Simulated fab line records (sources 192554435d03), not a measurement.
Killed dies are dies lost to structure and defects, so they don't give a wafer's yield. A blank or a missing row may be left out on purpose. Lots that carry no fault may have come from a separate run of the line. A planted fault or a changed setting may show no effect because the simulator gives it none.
fab line records	flow n5_finfet
record: lots: 10	wafers: 29	last_day: 17
route steps=1938 shown HKMG_FIN@434 MIM_TOP_ETCH@1853 MIM_BOT_ETCH@1868 PASS1_CAP@1873 PASSIVATION@1936
lots with no fault: from the same line, run without faults
start_h: the number of hours between the record's first day and the start of the first shown wafer of the lot	wait_h: how many hours have passed since the lot's step before this one	" identical to the entry in the row above	L1.1+2: a single row standing in for several wafers	- no value present, or no start provided	* or withheld: withheld	< > ~ a bound
route shown NAME@n: a module of which the file shows steps, and the number in the route of the first	usual: mean and standard deviation over wafers with no fault	same: alike in all rows	chamber/n: place in a boat	sites: each site's reading	_std_site: standard deviation of those values	_edge_site: outer sites' mean less inner sites'	radius_mm: for every site, how far away it sits from the centre of the wafer	mask NAME#n: copy n	behind: the most recent tool/chamber to have shaped the wafer	hold: cause of the lot's hold/its duration in hours/its outcome	device: which transistor (n, p or np) failed to switch	end of line: the route-end tests of the same wafers	for a step that has no rows: nothing shown but its recipe	killed: dies lost to structure and defects at the first sort, not the wafer's yield	map: shows each die of a wafer: x if killed, . if not, _ if none is there
set.NAME: the setting the step ran with; set.NAME@STEP: the setting that earlier step ran with	model.NAME: the simulator's own value behind a step, which no gauge read
steps of the route over a sample of lots; a table a step, a row a wafer
services: the hour from which a tool's chamber was out of use, counted from the record's first day as start_h (under 0 if before that day), plus the number of hours and why
== steps ==
step: N5_HKMG_FIN_ETCH_31
recipe: chemistry: CF4	target: SiARC	target_depth_a: 455	mask_material: CAR-ArF	time_s: 75.8	ion_energy_ev: 80	pressure_mtorr: 40	source_w: 545	bias_w: 36	Ar_flow_sccm: 100	cf4_flow_sccm: 100	ends: cleared
usual: bias_w: 36.00/0.098	drypump_motor_current_A: 5.5/0.41	etch_rf_on_time_s: 75.9/2.5	mfc_ar_sccm: 100.0/0.32	oes_product_au: 0.68/0.082	rf_vpp_V: 184.1/1.3	showerhead_plenum_p_Torr: 2.15/0.087	throttle_valve_pct: 15.64/0.29
lot.wafer	tool	chamber	start_h	wait_h	bias_w	drypump_motor_current_A	etch_rf_on_time_s	mfc_ar_sccm	oes_product_au	rf_hours_counter_h	rf_vpp_V	showerhead_plenum_p_Torr	throttle_valve_pct
L879.1	rie_diel-05	3	75.45	0.0	35.97	6.3	76.5	99.8	0.61	239	182.5	2.13	15.66
L879.5	"	3	"	"	35.95	6.3	76.0	100.0	0.61	-	186.7	2.13	15.65
L879.6	"	1	"	"	35.95	5.6	76.4	100.4	0.71	-	181.6	2.08	15.61
L880.3	rie_diel-03	3	82.70	0.0	35.99	5.4	78.8	100.0	0.70	60	184.6	2.26	15.48
L880.4	"	1	"	"	35.91	5.0	72.3	100.4	0.61	228	181.1	2.04	15.87
L880.6	"	2	"	"	36.02	6.0	71.5	99.8	0.83	-	184.2	2.28	15.24
L881.3	rie_diel-05	3	89.28	0.0	35.99	6.3	76.9	100.1	0.60	245	184.1	2.13	15.66
L881.5	"	3	"	"	36.06	6.3	75.7	100.2	0.60	-	184.5	2.13	15.66
L882.1	rie_diel-03	2	91.96	0.0	35.94	6.0	74.0	99.8	0.80	11	184.9	2.28	15.25
L882.4	"	0	"	"	36.06	5.5	76.8	99.7	0.62	157	182.6	2.06	15.97
L882.5	"	2	"	"	36.06	6.0	72.9	100.1	0.82	-	184.2	2.28	15.24
L884.2	rie_diel-03	0	108.91	0.0	35.83	5.5	77.3	100.0	0.63	163	183.5	2.05	15.98
L884.3	"	1	"	"	35.96	5.0	75.2	100.2	0.59	238	184.4	2.03	15.89
L884.6	"	0	"	"	35.84	5.5	77.6	99.8	0.62	-	182.1	2.05	15.98
L885.3	rie_diel-05	2	111.67	0.0	35.95	5.8	74.6	100.4	0.60	205	183.8	2.10	15.79
L885.5	"	0	"	"	36.08	4.7	74.0	99.4	0.79	-	185.7	2.19	15.29
L885.6	"	1	"	"	36.00	5.6	76.6	100.1	0.70	-	183.2	2.08	15.66
L888.1	rie_diel-03	0	130.16	0.0	35.99	5.5	77.5	100.0	0.62	167	182.7	2.05	15.98
L888.2	"	1	"	"	36.18	5.0	74.7	100.5	0.59	241	181.4	2.03	15.90
L888.3	"	2	"	"	35.98	6.0	72.4	99.8	0.79	21	187.9	2.27	15.27
L895.2	rie_diel-03	0	173.58	0.0	35.78	5.5	79.2	100.1	0.61	180	182.3	2.05	16.02
L895.5	"	3	"	"	36.30	5.4	80.7	99.7	0.68	-	186.8	2.25	15.52
L895.6	"	2	"	"	35.93	6.0	72.5	100.3	0.77	-	185.2	2.27	15.29
L897.1	rie_diel-03	3	184.29	0.0	35.79	5.5	80.4	100.2	0.67	88	186.0	2.25	15.53
L897.2	"	1	"	"	35.94	5.0	71.9	99.7	0.84	1	185.9	2.28	15.45
L897.5	"	0	"	"	35.97	5.5	77.9	99.9	0.60	-	182.7	2.05	16.01
L899.3	rie_diel-03	3	198.91	0.0	35.95	5.4	81.8	100.0	0.67	92	185.2	2.24	15.54
L899.4	"	0	"	"	36.08	5.5	78.3	100.3	0.61	189	183.6	2.05	16.02
L899.5	"	1	"	"	36.09	5.0	72.3	100.0	0.82	-	184.4	2.28	15.45
step: N5_MIM_TOP_ETCH_PECVD_03
recipe: material: SiNx	target_thk_a: 200	temp_c: 400	precursor: SiH4/NH3/N2	pressure_torr: 1.5	rf_w: 300	time_s: 17.6
usual: heater_power_w: 711/75	showerhead_plenum_p_Torr: 5.12/0.05	throttle_valve_pct: 40/3.2
lot.wafer	tool	chamber	start_h	wait_h	heater_power_w	showerhead_plenum_p_Torr	throttle_valve_pct
L879.1	pecvd-02	1	259.81	-	765	5.08	42
L879.5	"	1	"	"	758	5.09	42
L879.6	"	0	"	"	832	5.12	42
L880.3	pecvd-01	0	265.62	-	776	5.07	38
L880.4	"	2	"	"	784	5.19	36
L880.6	"	1	"	"	587	5.19	43
L882.1	pecvd-04	1	288.50	-	641	5.15	40
L882.4	"	1	"	"	659	5.14	40
L882.5	"	2	"	"	602	5.12	35
L881.3	pecvd-04	0	289.28	-	625	5.05	44
L881.5	"	1	"	"	659	5.14	41
L884.2	pecvd-01	2	294.61	-	746	5.19	36
L884.3	"	1	"	"	696	5.18	43
L884.6	"	2	"	"	763	5.19	35
L885.3	pecvd-04	0	307.26	-	600	5.05	44
L885.5	"	0	"	"	599	5.05	44
L885.6	"	2	"	"	677	5.12	35
L888.1	pecvd-01	2	311.56	-	781	5.19	36
L888.2	"	1	"	"	622	5.19	43
L888.3	"	0	"	"	744	5.08	38
L895.2	pecvd-04	0	368.13	-	607	5.06	45
L895.5	"	0	"	"	591	5.06	45
L895.6	"	2	"	"	675	5.11	35
L897.1	pecvd-01	1	385.38	-	653	5.20	43
L897.2	"	0	"	"	774	5.07	38
L897.5	"	0	"	"	804	5.07	38
L899.3	pecvd-04	2	402.78	-	714	5.11	35
L899.4	"	0	"	"	701	5.05	45
L899.5	"	1	"	"	587	5.14	40
step: N5_MIM_BOT_ETCH_ETCH_00
recipe: chemistry: Cl2/BCl3	target: TiN	target_depth_a: 455	ion_energy_ev: 150	pressure_mtorr: 10	icp_w: 1000	bias_w: 126	Cl2_flow_sccm: 53.25	bcl3_flow_sccm: 21.75	Ar_flow_sccm: 25
usual: bias_w: 126.0/0.35	drypump_motor_current_A: 5.7/0.5	mfc_ar_sccm: 25.00/0.083	oes_product_au: 0.85/0.1	throttle_valve_pct: 21.85/0.28
lot.wafer	tool	chamber	start_h	wait_h	bias_w	drypump_motor_current_A	mfc_ar_sccm	oes_product_au	rf_hours_counter_h	throttle_valve_pct
L879.1	rie_metal-02	0	260.62	0.1	126.1	6.5	24.96	0.92	5	21.87
L879.5	"	1	"	"	126.1	6.2	25.08	0.96	-	21.82
L879.6	"	0	"	"	125.8	6.5	24.96	0.93	-	21.89
L880.3	rie_metal-01	0	266.35	0.1	125.7	4.8	24.73	0.65	-	21.79
L880.4	"	1	"	"	126.2	5.8	24.89	0.78	-	21.65
L880.6	"	0	"	"	125.8	4.8	24.99	0.65	-	21.78
L882.1	rie_metal-03	1	289.84	0.1	125.5	5.4	24.91	0.88	21	21.96
L882.4	"	1	"	"	126.3	5.4	24.97	0.88	-	21.97
L882.5	"	0	"	"	126.1	5.9	25.07	0.66	-	22.50
L881.3	rie_metal-03	0	290.52	0.1	126.1	5.9	25.07	0.66	-	22.52
L881.5	"	0	"	"	125.8	5.9	25.04	0.66	-	22.52
L884.2	rie_metal-02	0	296.88	0.1	125.8	6.5	25.08	0.91	8	21.88
L884.3	"	0	"	"	126.1	6.5	25.02	0.91	-	21.86
L884.6	"	0	"	"	126.2	6.5	24.97	0.92	-	21.87
L885.3	rie_metal-02	1	308.72	0.1	126.0	6.2	24.96	0.90	-	21.86
L885.5	"	0	"	"	125.6	6.5	25.00	0.89	-	21.87
L885.6	"	1	"	"	126.3	6.2	25.18	0.90	-	21.81
L888.1	rie_metal-03	0	312.38	0.1	125.7	5.9	24.96	0.66	105	22.53
L888.2	"	1	"	"	126.1	5.4	25.19	0.87	23	21.98
L888.3	"	1	"	"	126.1	5.4	25.03	0.87	-	21.96
L895.2	rie_metal-01	1	368.82	0.1	126.4	5.8	25.03	0.75	55	21.68
L895.5	"	1	"	"	126.0	5.8	25.07	0.75	-	21.66
L895.6	"	0	"	"	125.7	4.8	24.93	0.99	-	21.31
L897.1	rie_metal-02	1	386.07	0.1	126.3	6.2	25.00	0.84	13	21.86
L897.2	"	0	"	"	126.6	6.5	25.14	0.86	16	21.93
L897.5	"	0	"	"	126.1	6.5	25.14	0.85	-	21.93
L899.3	rie_metal-03	1	403.50	0.1	126.3	5.4	24.96	0.82	-	22.01
L899.4	"	0	"	"	126.2	5.9	24.99	0.94	-	22.01
L899.5	"	1	"	"	126.4	5.4	25.02	0.83	-	22.00
step: N5_PASSIVATION_PECVD_55
recipe: material: SiO2	target_thk_a: 4000	temp_c: 400	precursor: SiH4/N2O	pressure_torr: 2.7	rf_w: 608	time_s: 22.5
usual: heater_power_w: 641/130	showerhead_plenum_p_Torr: 8.16/0.088	throttle_valve_pct: 52/3.9
lot.wafer	tool	chamber	start_h	wait_h	heater_power_w	showerhead_plenum_p_Torr	throttle_valve_pct
L879.1	pecvd-01	2	261.26	0.0	600	8.26	46
L879.5	"	0	"	"	674	8.06	49
L879.6	"	2	"	"	613	8.25	46
L880.3	pecvd-03	0	266.96	0.0	839	8.12	53
L880.4	"	1	"	"	738	8.32	53
L880.6	"	0	"	"	897	8.12	53
L882.1	pecvd-01	0	290.61	0.0	585	8.08	49
L882.4	"	2	"	"	533	8.26	46
L882.5	"	0	"	"	614	8.04	49
L881.3	pecvd-04	0	291.22	0.0	575	8.03	57
L881.5	"	2	"	"	514	8.14	45
L884.2	pecvd-01	1	297.57	0.0	493	8.24	55
L884.3	"	2	"	"	655	8.24	46
L884.6	"	1	"	"	514	8.26	55
L885.3	pecvd-01	0	309.44	0.0	645	8.09	49
L885.5	"	0	"	"	669	8.04	49
L885.6	"	2	"	"	648	8.23	46
L888.1	pecvd-03	0	313.02	0.0	978	8.12	53
L888.2	"	1	"	"	732	8.32	52
L888.3	"	1	"	"	738	8.32	53
L895.2	pecvd-03	2	369.53	0.0	622	8.14	53
L895.5	"	0	"	"	981	8.15	53
L895.6	"	1	"	"	744	8.31	53
L897.1	pecvd-01	1	386.71	0.0	487	8.25	55
L897.2	"	0	"	"	657	8.07	49
L897.5	"	1	"	"	511	8.26	55
L899.3	pecvd-04	2	404.14	0.0	587	8.13	46
L899.4	"	1	"	"	559	8.16	52
L899.5	"	2	"	"	592	8.18	46
step: N5_PASSIVATION_PROBE_49
usual: defect_limited_yield: 91.0/1.4	killed_at_M0_to_M3: 35/10	killed_at_M4_up: 14/5.5	killed_at_contacts: 13/5.6	killed_at_front_end: 41/11	killed_at_other: 4/3.4	killed_dies: 106/16	killed_open: 68/12	killed_short: 35/7.3	sort_bin_4_leakage: 0.3/2.1	sort_bin_5_function: 5.3/0.89	sort_bin_6_memory: 3.4/0.67	sort_n_pass: 1070/28	sort_yield_pct: 90.7/2.4
same: gross_dies: 1180	killed_at_back_side: 0	sort_bin_8_speed[%]: 0
lot.wafer	tool	chamber	start_h	wait_h	defect_limited_yield[%]	killed_at_M0_to_M3	killed_at_M4_up	killed_at_contacts	killed_at_front_end	killed_at_other	killed_dies	killed_open	killed_short	sort_bin_4_leakage[%]	sort_bin_5_function[%]	sort_bin_6_memory[%]	sort_n_pass	sort_yield_pct[%]
L895.5	prober-02	-	380.76	0.2	89.8	56	13	16	31	4	120	74	39	0	5.8	3.5	1060	89.8
L897.1	prober-01	-	398.03	0.0	90.8	22	13	6	60	7	108	54	52	0	5.8	2.8	1072	90.8
L897.2	prober-01	-	398.08	0.1	80.0	26	18	8	182	2	236	58	29	0	12.1	4.0	944	80.0
L897.5	prober-01	-	398.23	0.2	92.2	24	9	9	44	6	92	52	35	0	4.3	3.0	1088	92.2
L899.3	prober-02	-	411.54	0.1	90.4	27	7	14	63	2	113	63	40	0	5.3	3.3	1067	90.4
L899.4	prober-02	-	411.59	0.2	91.4	35	13	21	32	1	102	61	40	0	4.7	3.5	1078	91.4
L899.5	prober-02	-	411.64	0.2	77.6	31	19	20	188	6	264	74	37	0	14.1	4.7	916	77.6
killed by level:class
L895.5 BEOL_M0_SAQP:geometric_particle:short=20 MOL_CONTACT_COAG:geometric_particle:open=14 BEOL_M0_SAQP:geometric_particle:open=13 BEOL_M4:geometric_particle:open=7 BEOL_M1:geometric_particle:open=7 BEOL_M2:geometric_particle:open=7 DUMMY_GATE:geometric_particle:open=5 HKMG_FIN:area_etch=5
L897.1 FIN_SAQP:geometric_particle:short=26 FIN_SAQP:geometric_particle:open=13 BEOL_M0_SAQP:geometric_particle:short=6 MOL_CONTACT_COAG:geometric_particle:open=5 BEOL_M3:geometric_particle:open=4 DUMMY_GATE:geometric_particle:open=4 BEOL_M4:geometric_particle:short=4 BEOL_M0_SAQP:geometric_particle:open=4
L897.2 HKMG_FIN:unspecified=149 BEOL_M0_SAQP:geometric_particle:open=11 FIN_SAQP:geometric_particle:open=9 BEOL_M4:geometric_particle:short=9 STI_FIN_REVEAL:geometric_particle:open=8 MOL_CONTACT_COAG:geometric_particle:open=7 GATE_CUT:geometric_particle:open=6 BEOL_M0_SAQP:geometric_particle:short=6
L897.5 GATE_CUT:geometric_particle:short=12 MOL_CONTACT_COAG:geometric_particle:open=9 BEOL_M0_SAQP:geometric_particle:open=7 DUMMY_GATE:geometric_particle:open=7 FIN_SAQP:geometric_particle:open=5 FIN_SAQP:geometric_particle:short=5 BEOL_M0_SAQP:geometric_particle:short=5 BEOL_M2:geometric_particle:open=5
L899.3 FIN_SAQP:geometric_particle:short=18 MOL_CONTACT_COAG:geometric_particle:open=12 BEOL_M3:geometric_particle:open=8 FIN_SAQP:geometric_particle:open=7 STI_FIN_REVEAL:geometric_particle:open=7 HKMG_FIN:area_etch=7 DUMMY_GATE:geometric_particle:open=6 BEOL_M0_SAQP:geometric_particle:open=6
L899.4 MOL_CONTACT_COAG:geometric_particle:open=17 FIN_SAQP:geometric_particle:short=14 BEOL_M1:geometric_particle:open=9 BEOL_M3:geometric_particle:open=9 FIN_SAQP:geometric_particle:open=7 BEOL_M0_SAQP:geometric_particle:short=6 BEOL_M4:geometric_particle:short=5 BEOL_M4:geometric_particle:open=5
L899.5 HKMG_FIN:unspecified=151 MOL_CONTACT_COAG:geometric_particle:open=15 BEOL_M4:geometric_particle:open=13 FIN_SAQP:geometric_particle:short=12 BEOL_M1:geometric_particle:open=9 STI_FIN_REVEAL:geometric_particle:open=7 BEOL_M2:geometric_particle:open=5 MOL_CONTACT_COAG:geometric_particle:short=5
== services ==
tool	chamber	start_h	hours	kind
rie_diel-03	-	57.49	2.8	pm
rie_diel-05	2	79.97	7.6	repair
rie_metal-03	-	80.31	1.4	pm
pecvd-01	1	91.21	11.6	repair
rie_metal-03	0	93.66	10.2	repair
rie_diel-03	3	102.94	20.2	repair
rie_diel-03	2	110.03	1.3	repair
rie_diel-03	-	114.49	14.6	pm
pecvd-03	1	117.28	10.5	repair
rie_metal-03	-	140.87	57.9	repair
rie_metal-02	0	145.50	5.4	repair
rie_diel-03	0	167.94	1.8	repair
pecvd-01	0	168.30	5.9	repair
pecvd-03	-	209.60	1.2	repair
pecvd-03	2	237.88	5.4	repair
rie_diel-03	1	260.43	9.6	repair
rie_diel-03	3	273.20	6.0	repair
rie_metal-02	-	279.08	0.3	repair
pecvd-04	1	302.38	10.1	repair
pecvd-03	2	309.52	7.6	repair
rie_diel-03	1	316.51	4.1	repair
pecvd-01	1	319.44	7.1	repair
rie_diel-03	2	343.20	4.2	repair
rie_diel-03	0	396.55	16.0	repair
== key ==
first_sign: step: N5_PASSIVATION_PROBE_49	reading: killed_at_front_end	direction: up	sigmas: 13	usual: 41	struck: 185
effect: step: N5_PASSIVATION_PROBE_49	reading: defect_limited_yield	direction: down	sigmas: 8.8	usual: 91.0	struck: 78.8
more_kills_born_at: N5_HKMG_FIN_ETCH_31@rie_diel-03: 300
met_at N5_HKMG_FIN_ETCH_31
struck_lots L897,L899
struck_wafers L897.2,L899.5
not_acting_at N5_MIM_TOP_ETCH_PECVD_03,N5_MIM_BOT_ETCH_ETCH_00,N5_PASSIVATION_PECVD_55
onset_between 130.16 184.29
fault: kind: chamber_particle_source	tool: rie_diel-03	chamber: 1	onset_h: 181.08	steps: N5_HKMG_FIN_ETCH_31	rate_per_visit_cm2: 1.5873	end_h: 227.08
